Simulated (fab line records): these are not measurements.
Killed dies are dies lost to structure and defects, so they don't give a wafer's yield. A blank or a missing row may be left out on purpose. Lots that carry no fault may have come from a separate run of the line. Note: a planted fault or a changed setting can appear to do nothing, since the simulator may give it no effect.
Which tool is to blame? / flow n5-finfet / 14 lots, 42 wafers sampled, at 3 steps of a route of 1938

## WHAT EACH GAUGE READ, for each wafer
N5_ZERO_LAYER_CD_MEAS_11: target cd 2000 nm. Usual: cd-nm at 1999.2 nm, with a standard deviation of 2.1.
lot=L807; measured=day 1 12:38; on=cd-sem-02; cd-nm (nm)=1999.7 1995.9 1997.9; flag=
lot=L809; measured=day 2 00:50; on=cd-sem-02; cd-nm (nm)=2001.4 2000.4 1998.6; flag=
lot=L810; measured=day 2 06:46; on=cd-sem-03; cd-nm (nm)=1999.5 2001.0 1999.7; flag=
lot=L811; measured=day 2 12:38; on=cd-sem-01; cd-nm (nm)=1997.8 1996.0 1999.5; flag=
lot=L812; measured=day 2 18:47; on=cd-sem-03; cd-nm (nm)=1998.4 2000.7 1999.8; flag=
lot=L814; measured=day 3 06:39; on=cd-sem-01; cd-nm (nm)=1999.0 2001.4 2000.0; flag=
lot=L815; measured=day 3 12:39; on=cd-sem-02; cd-nm (nm)=2001.6 2004.2 1999.9; flag=
lot=L816; measured=day 3 18:46; on=cd-sem-02; cd-nm (nm)=1999.7 2001.3 2004.9; flag=
lot=L818; measured=day 4 06:46; on=cd-sem-01; cd-nm (nm)=1993.5 1995.9 1996.8; flag=
lot=L819; measured=day 4 12:38; on=cd-sem-01; cd-nm (nm)=1998.9 1999.6 1999.3; flag=
lot=L820; measured=day 4 18:38; on=cd-sem-03; cd-nm (nm)=2000.2 1998.4 1999.5; flag=
lot=L826; measured=day 6 06:50; on=cd-sem-02; cd-nm (nm)=2000.3 1996.7 2000.1; flag=
lot=L827; measured=day 6 12:38; on=cd-sem-01; cd-nm (nm)=1999.1 1997.7 1995.6; flag=
lot=L828; measured=day 6 18:46; on=cd-sem-01; cd-nm (nm)=2002.0 1997.5 2000.1; flag=

N5_WELL_APT_CD_MEAS_25: target cd 200 nm. Usual: cd-nm at 200.7 nm, with a standard deviation of 1.8.
lot=L807; measured=day 1 14:41; on=cd-sem-02; cd-nm (nm)=201.2 198.6 202.7; flag=
lot=L809; measured=day 2 02:52; on=cd-sem-03; cd-nm (nm)=203.1 200.5 204.2; flag=
lot=L810; measured=day 2 08:49; on=cd-sem-03; cd-nm (nm)=203.4 198.5 202.6; flag=
lot=L811; measured=day 2 14:48; on=cd-sem-02; cd-nm (nm)=202.9 203.4 200.3; flag=
lot=L812; measured=day 2 21:05; on=cd-sem-03; cd-nm (nm)=199.7 199.0 201.6; flag=
lot=L814; measured=day 3 08:42; on=cd-sem-03; cd-nm (nm)=199.6 199.4 200.1; flag=
lot=L815; measured=day 3 14:56; on=cd-sem-03; cd-nm (nm)=199.9 203.0 201.5; flag=
lot=L816; measured=day 3 21:04; on=cd-sem-02; cd-nm (nm)=198.6 200.5 198.4; flag=
lot=L818; measured=day 4 09:03; on=cd-sem-01; cd-nm (nm)=200.4 202.0 198.0; flag=
lot=L819; measured=day 4 14:48; on=cd-sem-03; cd-nm (nm)=199.5 202.0 201.4; flag=
lot=L820; measured=day 4 20:54; on=cd-sem-03; cd-nm (nm)=202.3 201.7 205.2; flag=
lot=L826; measured=day 6 09:44; on=cd-sem-03; cd-nm (nm)=202.5 200.7 202.8; flag=
lot=L827; measured=day 6 15:16; on=cd-sem-03; cd-nm (nm)=- - -; flag=OFF
lot=L828; measured=day 6 20:57; on=cd-sem-03; cd-nm (nm)=- - -; flag=OFF

## WHICH TOOL RAN EACH LOT (tool, then ch and the chambers of the sampled wafers, then the start)
lot=L807; N5_WELL_APT_DEVELOP_24=litho-track-04 ch 0, day 1 14:35
lot=L809; N5_WELL_APT_DEVELOP_24=litho-track-04 ch 0, day 2 02:46
lot=L810; N5_WELL_APT_DEVELOP_24=litho-track-04 ch 0, day 2 08:42
lot=L811; N5_WELL_APT_DEVELOP_24=litho-track-04 ch 0, day 2 14:41
lot=L812; N5_WELL_APT_DEVELOP_24=litho-track-03 ch 0, day 2 20:58
lot=L814; N5_WELL_APT_DEVELOP_24=litho-track-01 ch 0, day 3 08:35
lot=L815; N5_WELL_APT_DEVELOP_24=litho-track-04 ch 0, day 3 14:50
lot=L816; N5_WELL_APT_DEVELOP_24=litho-track-01 ch 0, day 3 20:58
lot=L818; N5_WELL_APT_DEVELOP_24=litho-track-04 ch 0, day 4 08:56
lot=L819; N5_WELL_APT_DEVELOP_24=litho-track-04 ch 0, day 4 14:41
lot=L820; N5_WELL_APT_DEVELOP_24=litho-track-03 ch 0, day 4 20:47
lot=L826; N5_WELL_APT_DEVELOP_24=litho-track-04 ch 0, day 6 09:38
lot=L827; N5_WELL_APT_DEVELOP_24=litho-track-03, day 6 15:10
lot=L828; N5_WELL_APT_DEVELOP_24=litho-track-01, day 6 20:50
- N5_WELL_APT_DEVELOP_24: develop time 45 s.

## WHAT THE TOOLS THEMSELVES READ (means of the sampled wafers that have a number; where no wafer has one, the mark that the record gives instead)
N5_WELL_APT_DEVELOP_24. Usual: chill-plate-temp-C at 23.00 C, with a standard deviation of 0.11.
lot=L807; tool=litho-track-04; chill-plate-temp-C (C)=22.97; flag=
lot=L809; tool=litho-track-04; chill-plate-temp-C (C)=22.98; flag=
lot=L810; tool=litho-track-04; chill-plate-temp-C (C)=23.05; flag=
lot=L811; tool=litho-track-04; chill-plate-temp-C (C)=22.98; flag=
lot=L812; tool=litho-track-03; chill-plate-temp-C (C)=23.12; flag=
lot=L814; tool=litho-track-01; chill-plate-temp-C (C)=23.10; flag=
lot=L815; tool=litho-track-04; chill-plate-temp-C (C)=22.98; flag=
lot=L816; tool=litho-track-01; chill-plate-temp-C (C)=23.04; flag=
lot=L818; tool=litho-track-04; chill-plate-temp-C (C)=23.00; flag=
lot=L819; tool=litho-track-04; chill-plate-temp-C (C)=23.14; flag=
lot=L820; tool=litho-track-03; chill-plate-temp-C (C)=23.11; flag=
lot=L826; tool=litho-track-04; chill-plate-temp-C (C)=22.90; flag=
lot=L827; tool=litho-track-03; chill-plate-temp-C (C)=-; flag=OFF
lot=L828; tool=litho-track-01; chill-plate-temp-C (C)=-; flag=OFF

## THE ANSWER, worked out from the rows above alone
Rule: a lot is off if the mean of its wafers that have a number lies more than 3 standard deviations from the usual mean. Also off: a lot with no number at a reading for which 4 or more lots have one. All remaining lots with rows at the step are treated as sound. After the gauges, taken in route order, come the tools' own readings; for these a lot's mean is taken, as printed above. At the first step where some lot is off, the reading lying furthest off is the one used; lots without a number count as furthest.
Off: L827, L828 (N5_WELL_APT_CD_MEAS_25, cd-nm). Without a number there: L827, L828.
A tool fits if, at a process step before that reading, it ran every lot that is off, and no sound lot after the first of them. The gauges at N5_WELL_APT_CD_MEAS_25 aren't tried: what is off there is off at N5_WELL_APT_DEVELOP_24 too, on other tools, and a gauge's error can't cause that. Of those tried, none fits.

## WHAT THE SIMULATOR HAD INSERTED
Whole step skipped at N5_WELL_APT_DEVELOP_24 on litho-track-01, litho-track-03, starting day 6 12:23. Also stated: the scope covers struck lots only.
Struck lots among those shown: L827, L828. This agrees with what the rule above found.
